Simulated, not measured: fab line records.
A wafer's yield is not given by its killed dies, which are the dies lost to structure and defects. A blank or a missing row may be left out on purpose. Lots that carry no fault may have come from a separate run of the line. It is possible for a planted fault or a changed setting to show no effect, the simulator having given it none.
Which tool is to blame? ; flow nand_harc ; 14 lots, 42 wafers sampled, at 6 steps of a route of 1159

== WHAT EACH GAUGE READ, for each wafer ==
NHARC_P_M1_INSPECT_11. Usual: 4.4 for raw_defect_count, sd 2.5.
lot;measured;on;raw_defect_count;flag
L202;day 6 10:35;defect_inspect-02;8 6 6;
L201;day 6 10:50;defect_inspect-01;7 3 6;
L203;day 6 20:28;defect_inspect-02;8 3 6;
L205;day 7 04:43;defect_inspect-02;4 3 9;
L206;day 7 18:31;defect_inspect-02;5 2 9;
L207;day 7 19:29;defect_inspect-01;6 5 5;
L216;day 9 23:58;defect_inspect-02;6 5 6;
L217;day 10 00:34;defect_inspect-01;4 5 4;
L218;day 10 09:31;defect_inspect-01;3 3 0;
L219;day 10 10:51;defect_inspect-01;2 2 5;
L220;day 11 02:23;defect_inspect-01;9 3 4;
L221;day 11 07:00;defect_inspect-02;7 5 11;
L223;day 11 07:49;defect_inspect-01;2 4 0;
L222;day 11 08:07;defect_inspect-02;4 4 6;

NHARC_P_M1_THK_MEAS_24: measures by xrf. Usual: 157.8 nm for thk_nm, sd 1.2.
lot;measured;on;thk_nm (nm);flag
L202;day 6 13:20;film_metro-02;156.7 157.4 157.8;
L201;day 6 13:40;film_metro-02;157.1 155.1 158.5;
L203;day 6 23:05;film_metro-01;158.7 160.3 156.3;
L205;day 7 07:18;film_metro-02;158.0 157.4 157.1;
L206;day 7 21:01;film_metro-02;29.8 29.0 29.9;OFF
L207;day 7 22:07;film_metro-01;30.2 30.0 29.4;OFF
L216;day 10 02:28;film_metro-01;157.6 158.9 158.0;
L217;day 10 03:07;film_metro-01;157.9 157.5 156.9;
L218;day 10 12:04;film_metro-01;158.0 159.6 158.9;
L219;day 10 13:32;film_metro-01;155.5 157.7 157.2;
L220;day 11 04:55;film_metro-01;156.6 158.1 158.8;
L221;day 11 09:29;film_metro-01;158.3 157.2 158.8;
L223;day 11 10:19;film_metro-01;157.0 156.1 159.2;
L222;day 11 11:02;film_metro-02;158.8 159.6 159.8;

== EACH LOT AND THE TOOL THAT RAN IT (in order: tool; ch and the chambers of the sampled wafers; start) ==
lot;NHARC_P_M1_ETCH_15;NHARC_P_M1_STRIP_18;NHARC_P_M1_ECD_22;NHARC_P_M1_CMP_23
L202;rie_diel-03 ch 1,2, day 6 11:04 or earlier;rie_diel-10 ch 1,2,3, day 6 11:04;ecd_cu-02 ch 0,1, day 6 12:19;cmp-01 ch 0,2,3, day 6 13:02
L201;rie_diel-12 ch 0,2, day 6 11:09;rie_diel-12 ch 0,2, day 6 11:25;ecd_cu-01 ch 0,1, day 6 12:36;cmp-03 ch 0,2,3, day 6 13:22
L203;rie_diel-12 ch 0,1,2, day 6 20:58 or earlier;rie_diel-12 ch 0,2, day 6 20:58;ecd_cu-01 ch 0,1, day 6 22:01;cmp-04 ch 1,2, day 6 22:48
L205;rie_diel-10 ch 1,2,3, day 7 05:12 or earlier;rie_diel-12 ch 0,1,2, day 7 05:12;ecd_cu-02 ch 0,1, day 7 06:16;cmp-04 ch 0,2,3, day 7 06:59
L206;rie_diel-10 ch 1,2,3, day 7 18:58 or earlier;rie_diel-10 ch 0,1, day 7 18:58;ecd_cu-02 ch 0,1, day 7 19:58;cmp-04 ch 0,1,3, day 7 20:43
L207;rie_diel-03 ch 0,1, day 7 19:50;rie_diel-12 ch 0,1,2, day 7 20:05;ecd_cu-02 ch 0,1, day 7 21:08;cmp-01 ch 1,2,3, day 7 21:49
L216;rie_diel-10 ch 1,3, day 10 00:25 or earlier;rie_diel-12 ch 1,3, day 10 00:25;ecd_cu-01 ch 0,1, day 10 01:25;cmp-04 ch 0,1,2, day 10 02:13
L217;rie_diel-10 ch 1,2, day 10 01:05 or earlier;rie_diel-12 ch 0,2,3, day 10 01:05;ecd_cu-02 ch 0,1, day 10 02:02;cmp-01 ch 1,2,3, day 10 02:53
L218;rie_diel-03 ch 1,2,3, day 10 09:58 or earlier;rie_diel-10 ch 0,1,3, day 10 09:58;ecd_cu-02 ch 0,1, day 10 11:04;cmp-01 ch 1,2,3, day 10 11:44
L219;rie_diel-03 ch 0,1,2, day 10 11:19 or earlier;rie_diel-10 ch 0,1,2, day 10 11:19;ecd_cu-01 ch 0,1, day 10 12:20;cmp-03 ch 1,2,3, day 10 13:13
L220;rie_diel-10 ch 0,1,3, day 11 02:54 or earlier;rie_diel-03 ch 0,1,2, day 11 02:54;ecd_cu-01 ch 0,1, day 11 03:52;cmp-01 ch 0,2,3, day 11 04:37
L221;rie_diel-12 ch 0,1,3, day 11 07:26 or earlier;rie_diel-03 ch 1,2,3, day 11 07:26;ecd_cu-02 ch 0,1, day 11 08:27;cmp-04 ch 0,2,3, day 11 09:11
L223;rie_diel-10 ch 1,2, day 11 08:19 or earlier;rie_diel-10 ch 0,2,3, day 11 08:19;ecd_cu-01 ch 0,1, day 11 09:21;cmp-03 ch 0,1,2, day 11 10:02
L222;rie_diel-03 ch 1,2, day 11 09:01 or earlier;rie_diel-12 ch 0,1, day 11 09:01;ecd_cu-01 ch 0,1, day 11 10:03;cmp-04 ch 0,1,2, day 11 10:47
- NHARC_P_M1_ETCH_15: etches the open film in C4F8/Ar, target depth 182.5 nm, time 91.2 s.
- NHARC_P_M1_STRIP_18: strips in N2/H2.
- NHARC_P_M1_ECD_22: material Cu, target thk 400 nm.
- NHARC_P_M1_CMP_23: polishes, t overpolish 20 s, target thk 157.82 nm.

== AS READ BY THE TOOLS THEMSELVES (means over the sampled wafers that have a number; for cases with no such wafer, the mark the record gives instead) ==
NHARC_P_M1_ETCH_15. Usual: bias_w 299.9 W, standard deviation 0.97; chamber_pressure_mTorr 25.002 mTorr, standard deviation 0.023; oes_product_au 0.955 a.u., standard deviation 0.019; rf_vpp_V 441.6 V, standard deviation 2.6.
lot;tool;bias_w (W);chamber_pressure_mTorr (mTorr);oes_product_au (a.u.);rf_vpp_V (V);flag
L202;rie_diel-03;300.0;24.987;0.961;443.1;
L201;rie_diel-12;299.5;25.012;0.958;445.0;
L203;rie_diel-12;298.5;25.019;0.963;444.3;
L205;rie_diel-10;299.6;24.991;0.924;439.9;
L206;rie_diel-10;299.6;25.004;0.945;440.1;
L207;rie_diel-03;299.8;24.999;0.928;441.1;
L216;rie_diel-10;299.7;24.984;0.960;441.8;
L217;rie_diel-10;299.9;25.004;0.980;443.3;
L218;rie_diel-03;300.0;25.016;0.967;443.4;
L219;rie_diel-03;300.0;24.986;0.967;442.4;
L220;rie_diel-10;299.9;24.997;0.947;439.9;
L221;rie_diel-12;299.8;25.021;0.973;443.2;
L223;rie_diel-10;300.2;24.983;0.981;441.0;
L222;rie_diel-03;299.9;24.975;0.923;442.6;

NHARC_P_M1_STRIP_18. Usual: chamber_pressure_mTorr is 29.997 mTorr with standard deviation 0.026, drypump_motor_current_A is 5.45 A with standard deviation 0.27, h2_flow_sccm is 149.9 sccm with standard deviation 0.44, oes_product_au is 1.002 a.u. with standard deviation 0.0086, rf_vpp_V is 91.1 V with standard deviation 0.95, showerhead_plenum_p_Torr is 2.10 Torr with standard deviation 0.078, and throttle_valve_pct is 14.172 % with standard deviation 0.0096.
lot;tool;chamber_pressure_mTorr (mTorr);drypump_motor_current_A (A);h2_flow_sccm (sccm);oes_product_au (a.u.);rf_vpp_V (V);showerhead_plenum_p_Torr (Torr);throttle_valve_pct (%);flag
L202;rie_diel-10;29.998;5.48;150.1;1.005;91.1;2.03;14.170;
L201;rie_diel-12;29.990;5.72;149.7;0.999;92.3;2.17;14.172;
L203;rie_diel-12;29.967;5.71;150.0;0.998;92.7;2.19;14.175;
L205;rie_diel-12;29.973;5.61;149.8;1.005;91.7;2.15;14.169;
L206;rie_diel-10;29.989;5.70;150.2;1.005;90.8;2.03;14.173;
L207;rie_diel-12;30.025;5.60;150.1;1.011;92.6;2.15;14.182;
L216;rie_diel-12;29.992;5.02;149.9;1.009;90.4;2.11;14.176;
L217;rie_diel-12;30.001;5.43;150.2;1.009;91.5;2.16;14.163;
L218;rie_diel-10;30.015;5.55;150.0;1.009;90.8;2.02;14.175;
L219;rie_diel-10;29.996;5.62;149.7;1.002;90.4;2.04;14.169;
L220;rie_diel-03;30.012;5.43;149.8;0.992;91.1;2.08;14.170;
L221;rie_diel-03;30.034;5.32;149.7;0.994;91.5;2.13;14.185;
L223;rie_diel-10;29.964;5.54;150.3;1.006;90.7;1.98;14.162;
L222;rie_diel-12;29.970;5.57;149.7;1.005;90.6;2.17;14.181;

NHARC_P_M1_ECD_22. Usual: bath_heat_duty_pct 6.6 %, standard deviation 0.85; bath_temp_c 25.00 C, standard deviation 0.13.
lot;tool;bath_heat_duty_pct (%);bath_temp_c (C);flag
L202;ecd_cu-02;6.0;25.00;
L201;ecd_cu-01;7.1;25.10;
L203;ecd_cu-01;7.1;24.94;
L205;ecd_cu-02;5.7;25.11;
L206;ecd_cu-02;-;-;OFF
L207;ecd_cu-02;-;-;OFF
L216;ecd_cu-01;6.7;24.95;
L217;ecd_cu-02;6.4;25.06;
L218;ecd_cu-02;5.9;24.99;
L219;ecd_cu-01;7.1;24.92;
L220;ecd_cu-01;6.5;25.06;
L221;ecd_cu-02;6.7;25.08;
L223;ecd_cu-01;7.0;25.08;
L222;ecd_cu-01;6.7;24.88;

NHARC_P_M1_CMP_23. Usual: motor_current_A 12.5 A, standard deviation 1; slurry_flow_ml_min 150.1, standard deviation 0.47; time_to_endpoint_s 28.3 s, standard deviation 1.8.
lot;tool;motor_current_A (A);slurry_flow_ml_min;time_to_endpoint_s (s);flag
L202;cmp-01;13.0;150.2;27.0;
L201;cmp-03;12.6;150.6;27.5;
L203;cmp-04;12.1;149.7;29.9;
L205;cmp-04;11.9;149.9;27.8;
L206;cmp-04;11.6;149.7;1.4;OFF
L207;cmp-01;13.0;150.0;2.0;OFF
L216;cmp-04;11.9;150.4;29.7;
L217;cmp-01;13.2;149.8;27.4;
L218;cmp-01;13.0;150.6;25.5;
L219;cmp-03;12.9;150.3;27.7;
L220;cmp-01;12.9;149.7;27.8;
L221;cmp-04;11.6;150.1;32.5;
L223;cmp-03;12.6;150.0;29.2;
L222;cmp-04;11.6;150.1;28.0;

== THE ANSWER, worked out from the rows above alone ==
Rule: take the mean of a lot's wafers that have a number; if it is more than 3 standard deviations from the usual mean, the lot is off. Also off: a lot with no number at a reading for which 4 or more lots have one. The other lots that the step has rows for count as sound. After the gauges, taken in route order, come the tools' own readings; for these a lot's mean is taken, as printed above. The first step at which some lot is off is used, and at that step the reading that is off furthest; a lot without a number counts as furthest.
Off: L206, L207, at NHARC_P_M1_THK_MEAS_24 (thk_nm).
A tool fits if, at a process step before that reading, it ran every lot that is off, and no sound lot after the first of them. Not tried: the gauges at NHARC_P_M1_THK_MEAS_24; whatever is off there is also off at NHARC_P_M1_ECD_22, on other tools, and gauge error can't account for it. Because NHARC_P_M1_ETCH_15 lacks a start for some lots, the hours and order of its lots are taken from NHARC_P_M1_STRIP_18. Not one of the candidates tried fits.

== WHAT HAD BEEN PUT IN BY THE SIMULATOR ==
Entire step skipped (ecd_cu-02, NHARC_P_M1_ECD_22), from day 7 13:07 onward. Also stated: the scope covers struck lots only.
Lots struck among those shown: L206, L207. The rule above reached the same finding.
